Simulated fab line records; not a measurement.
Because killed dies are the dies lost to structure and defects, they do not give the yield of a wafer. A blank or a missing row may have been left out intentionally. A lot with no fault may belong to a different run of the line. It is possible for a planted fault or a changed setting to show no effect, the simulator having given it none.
What tool caused it? / flow n5_finfet / Sampling: 12 lots, 35 wafers, 4 of 1938 route steps

WHAT THE GAUGES SHOWED, per wafer
N5_PASSIVATION_OVL_MEAS_63. Usual: PAD_OVL 1 nm, standard deviation 6.5.
lot=L376; measured=day 11 15:58; on=overlay-01; PAD_OVL (nm)=1 10 -1; flag=
lot=L377; measured=day 11 23:07; on=overlay-01; PAD_OVL (nm)=0 6 5; flag=
lot=L378; measured=day 12 13:37; on=overlay-02; PAD_OVL (nm)=1 -3 -5; flag=
lot=L379; measured=day 11 23:16; on=overlay-01; PAD_OVL (nm)=10 0 5; flag=
lot=L380; measured=day 12 12:50; on=overlay-02; PAD_OVL (nm)=-4 -7 -9; flag=
lot=L381; measured=day 13 01:13; on=overlay-01; PAD_OVL (nm)=9 -5; flag=
lot=L382; measured=day 12 22:16; on=overlay-02; PAD_OVL (nm)=-2 -5 1; flag=
lot=L383; measured=day 13 20:17; on=overlay-01; PAD_OVL (nm)=5 10 9; flag=
lot=L387; measured=day 14 15:53; on=overlay-02; PAD_OVL (nm)=-3 0 -6; flag=
lot=L390; measured=day 15 14:38; on=overlay-02; PAD_OVL (nm)=-4 0 -2; flag=
lot=L394; measured=day 16 18:14; on=overlay-02; PAD_OVL (nm)=2 9 -2; flag=
lot=L399; measured=day 17 15:28; on=overlay-01; PAD_OVL (nm)=5 5 -2; flag=

WHICH TOOL RAN EACH LOT (tool, then ch and the chambers of the sampled wafers, then the start)
lot=L376; N5_MOL_CONTACT_COAG_PRECLEAN_138=wet_bench-04 ch 4,6,7, day 5 07:58; N5_MIM_BOT_LITHO_DESCUM_10=rie_diel-01 ch 0,1,3, day 11 08:37; N5_PASSIVATION_PECVD_01=pecvd-01 ch 1,2, day 11 10:27
lot=L377; N5_MOL_CONTACT_COAG_PRECLEAN_138=wet_bench-05 ch 0,3,4, day 5 12:10; N5_MIM_BOT_LITHO_DESCUM_10=rie_diel-04 ch 0,1, day 11 19:31; N5_PASSIVATION_PECVD_01=pecvd-03 ch 0,2, day 11 20:30
lot=L378; N5_MOL_CONTACT_COAG_PRECLEAN_138=wet_bench-05 ch 2,4,5, day 5 19:00; N5_MIM_BOT_LITHO_DESCUM_10=rie_diel-01 ch 0,1, day 12 10:44; N5_PASSIVATION_PECVD_01=pecvd-01 ch 0,1,2, day 12 11:40
lot=L379; N5_MOL_CONTACT_COAG_PRECLEAN_138=wet_bench-04 ch 2,3,6, day 5 21:40; N5_MIM_BOT_LITHO_DESCUM_10=rie_diel-04 ch 0,1,3, day 11 19:50; N5_PASSIVATION_PECVD_01=pecvd-03 ch 0,2, day 11 20:46
lot=L380; N5_MOL_CONTACT_COAG_PRECLEAN_138=wet_bench-04 ch 2,4,6, day 6 05:09; N5_MIM_BOT_LITHO_DESCUM_10=rie_diel-01 ch 0,1, day 12 07:35; N5_PASSIVATION_PECVD_01=pecvd-04 ch 0,1, day 12 08:32
lot=L381; N5_MOL_CONTACT_COAG_PRECLEAN_138=wet_bench-04 ch 0,5, day 6 10:46; N5_MIM_BOT_LITHO_DESCUM_10=rie_diel-04 ch 0,2, day 12 20:46; N5_PASSIVATION_PECVD_01=pecvd-03 ch 0,2, day 12 21:55
lot=L382; N5_MOL_CONTACT_COAG_PRECLEAN_138=wet_bench-05 ch 0,5,7, day 6 14:06; N5_MIM_BOT_LITHO_DESCUM_10=rie_diel-01 ch 0,2,3, day 12 19:20; N5_PASSIVATION_PECVD_01=pecvd-04 ch 1,2, day 12 20:15
lot=L383; N5_MOL_CONTACT_COAG_PRECLEAN_138=wet_bench-04 ch 1,3,4, day 7 01:33; N5_MIM_BOT_LITHO_DESCUM_10=rie_diel-04 ch 1,2, day 13 17:17; N5_PASSIVATION_PECVD_01=pecvd-01 ch 0,1,2, day 13 18:19
lot=L387; N5_MOL_CONTACT_COAG_PRECLEAN_138=wet_bench-04 ch 1,2,4, day 7 20:31; N5_MIM_BOT_LITHO_DESCUM_10=rie_diel-04 ch 0,3, day 14 12:40; N5_PASSIVATION_PECVD_01=pecvd-01 ch 0,1,2, day 14 13:49
lot=L390; N5_MOL_CONTACT_COAG_PRECLEAN_138=wet_bench-04 ch 0,1,4, day 8 17:42; N5_MIM_BOT_LITHO_DESCUM_10=rie_diel-01 ch 1,3, day 15 09:13; N5_PASSIVATION_PECVD_01=pecvd-01 ch 1,2, day 15 10:21
lot=L394; N5_MOL_CONTACT_COAG_PRECLEAN_138=wet_bench-06 ch 2,4,7, day 9 19:17; N5_MIM_BOT_LITHO_DESCUM_10=rie_diel-01 ch 0,1,2, day 16 11:40; N5_PASSIVATION_PECVD_01=pecvd-04 ch 1,2, day 16 12:35
lot=L399; N5_MOL_CONTACT_COAG_PRECLEAN_138=wet_bench-05 ch 0,3,5, day 10 23:38; N5_MIM_BOT_LITHO_DESCUM_10=rie_diel-01 ch 0,1,3, day 17 10:09; N5_PASSIVATION_PECVD_01=pecvd-01 ch 0,2, day 17 11:17
- N5_MOL_CONTACT_COAG_PRECLEAN_138: cleans in alkaline clean, time 60 s.
- N5_MIM_BOT_LITHO_DESCUM_10: chemistry O2, time 7.9 s.
- N5_PASSIVATION_PECVD_01: deposits SiNx from SiH4/NH3/N2, target thk 200 nm, time 43.2 s.

AS READ BY THE TOOLS THEMSELVES (means over the sampled wafers that have a number; for cases with no such wafer, the mark the record gives instead)
N5_MIM_BOT_LITHO_DESCUM_10. Usual: bias_power_w 20.00 W, standard deviation 0.054; drypump_motor_current_A 5.3 A, standard deviation 0.58; oes_product_au 0.83 a.u., standard deviation 0.09; rf_vpp_V 242.8 V, standard deviation 1.3; showerhead_plenum_p_Torr 2.06 Torr, standard deviation 0.067; throttle_valve_pct 20.31 %, standard deviation 0.18.
lot=L376; tool=rie_diel-01; bias_power_w (W)=20.00; drypump_motor_current_A (A)=4.8; oes_product_au (a.u.)=0.84; rf_vpp_V (V)=243.2; showerhead_plenum_p_Torr (Torr)=2.09; throttle_valve_pct (%)=20.34; flag=
lot=L377; tool=rie_diel-04; bias_power_w (W)=20.04; drypump_motor_current_A (A)=5.4; oes_product_au (a.u.)=0.91; rf_vpp_V (V)=243.5; showerhead_plenum_p_Torr (Torr)=2.09; throttle_valve_pct (%)=20.31; flag=
lot=L378; tool=rie_diel-01; bias_power_w (W)=19.98; drypump_motor_current_A (A)=4.8; oes_product_au (a.u.)=0.81; rf_vpp_V (V)=241.9; showerhead_plenum_p_Torr (Torr)=2.07; throttle_valve_pct (%)=20.39; flag=
lot=L379; tool=rie_diel-04; bias_power_w (W)=20.01; drypump_motor_current_A (A)=5.3; oes_product_au (a.u.)=0.83; rf_vpp_V (V)=244.5; showerhead_plenum_p_Torr (Torr)=2.13; throttle_valve_pct (%)=20.43; flag=
lot=L380; tool=rie_diel-01; bias_power_w (W)=20.08; drypump_motor_current_A (A)=4.8; oes_product_au (a.u.)=0.76; rf_vpp_V (V)=242.7; showerhead_plenum_p_Torr (Torr)=2.11; throttle_valve_pct (%)=20.49; flag=
lot=L381; tool=rie_diel-04; bias_power_w (W)=20.01; drypump_motor_current_A (A)=5.4; oes_product_au (a.u.)=0.80; rf_vpp_V (V)=241.7; showerhead_plenum_p_Torr (Torr)=2.01; throttle_valve_pct (%)=20.42; flag=
lot=L382; tool=rie_diel-01; bias_power_w (W)=19.94; drypump_motor_current_A (A)=5.4; oes_product_au (a.u.)=0.90; rf_vpp_V (V)=242.9; showerhead_plenum_p_Torr (Torr)=2.04; throttle_valve_pct (%)=20.19; flag=
lot=L383; tool=rie_diel-04; bias_power_w (W)=20.00; drypump_motor_current_A (A)=5.3; oes_product_au (a.u.)=0.73; rf_vpp_V (V)=243.1; showerhead_plenum_p_Torr (Torr)=2.08; throttle_valve_pct (%)=20.49; flag=
lot=L387; tool=rie_diel-04; bias_power_w (W)=19.95; drypump_motor_current_A (A)=5.0; oes_product_au (a.u.)=0.94; rf_vpp_V (V)=242.8; showerhead_plenum_p_Torr (Torr)=2.09; throttle_valve_pct (%)=20.29; flag=
lot=L390; tool=rie_diel-01; bias_power_w (W)=19.93; drypump_motor_current_A (A)=4.8; oes_product_au (a.u.)=0.95; rf_vpp_V (V)=243.5; showerhead_plenum_p_Torr (Torr)=2.11; throttle_valve_pct (%)=20.17; flag=
lot=L394; tool=rie_diel-01; bias_power_w (W)=19.95; drypump_motor_current_A (A)=5.3; oes_product_au (a.u.)=0.88; rf_vpp_V (V)=241.9; showerhead_plenum_p_Torr (Torr)=2.06; throttle_valve_pct (%)=20.24; flag=
lot=L399; tool=rie_diel-01; bias_power_w (W)=19.98; drypump_motor_current_A (A)=4.8; oes_product_au (a.u.)=0.86; rf_vpp_V (V)=243.3; showerhead_plenum_p_Torr (Torr)=2.07; throttle_valve_pct (%)=20.26; flag=

N5_PASSIVATION_PECVD_01. Usual: heater_power_w 359 W, standard deviation 110; showerhead_plenum_p_Torr 8.66 Torr, standard deviation 0.047; throttle_valve_pct 28.8 %, standard deviation 1.6.
lot=L376; tool=pecvd-01; heater_power_w (W)=404; showerhead_plenum_p_Torr (Torr)=8.67; throttle_valve_pct (%)=27.8; flag=
lot=L377; tool=pecvd-03; heater_power_w (W)=319; showerhead_plenum_p_Torr (Torr)=8.68; throttle_valve_pct (%)=28.8; flag=
lot=L378; tool=pecvd-01; heater_power_w (W)=421; showerhead_plenum_p_Torr (Torr)=8.66; throttle_valve_pct (%)=28.4; flag=
lot=L379; tool=pecvd-03; heater_power_w (W)=240; showerhead_plenum_p_Torr (Torr)=8.67; throttle_valve_pct (%)=28.9; flag=
lot=L380; tool=pecvd-04; heater_power_w (W)=295; showerhead_plenum_p_Torr (Torr)=8.60; throttle_valve_pct (%)=29.0; flag=
lot=L381; tool=pecvd-03; heater_power_w (W)=287; showerhead_plenum_p_Torr (Torr)=8.71; throttle_valve_pct (%)=28.6; flag=
lot=L382; tool=pecvd-04; heater_power_w (W)=329; showerhead_plenum_p_Torr (Torr)=8.67; throttle_valve_pct (%)=28.3; flag=
lot=L383; tool=pecvd-01; heater_power_w (W)=407; showerhead_plenum_p_Torr (Torr)=8.66; throttle_valve_pct (%)=28.4; flag=
lot=L387; tool=pecvd-01; heater_power_w (W)=375; showerhead_plenum_p_Torr (Torr)=8.65; throttle_valve_pct (%)=28.4; flag=
lot=L390; tool=pecvd-01; heater_power_w (W)=378; showerhead_plenum_p_Torr (Torr)=8.67; throttle_valve_pct (%)=28.0; flag=
lot=L394; tool=pecvd-04; heater_power_w (W)=280; showerhead_plenum_p_Torr (Torr)=8.63; throttle_valve_pct (%)=29.1; flag=
lot=L399; tool=pecvd-01; heater_power_w (W)=431; showerhead_plenum_p_Torr (Torr)=8.65; throttle_valve_pct (%)=29.1; flag=

THE ANSWER, worked out from the rows above alone
Rule: a lot counts as off when the mean over its wafers that have a number is more than 3 standard deviations away from the usual mean. A lot without any number at a reading at which 4 lots or more have one is off too. The other lots that the step has rows for count as sound. First the gauges in route order, then the tools' own readings, where a lot's mean is used as printed above. The first step at which some lot is off is used, and at that step the reading that is off furthest; a lot without a number counts as furthest.
None of the lots is off at any reading shown; this tells nothing.

WHAT THE SIMULATOR PUT IN
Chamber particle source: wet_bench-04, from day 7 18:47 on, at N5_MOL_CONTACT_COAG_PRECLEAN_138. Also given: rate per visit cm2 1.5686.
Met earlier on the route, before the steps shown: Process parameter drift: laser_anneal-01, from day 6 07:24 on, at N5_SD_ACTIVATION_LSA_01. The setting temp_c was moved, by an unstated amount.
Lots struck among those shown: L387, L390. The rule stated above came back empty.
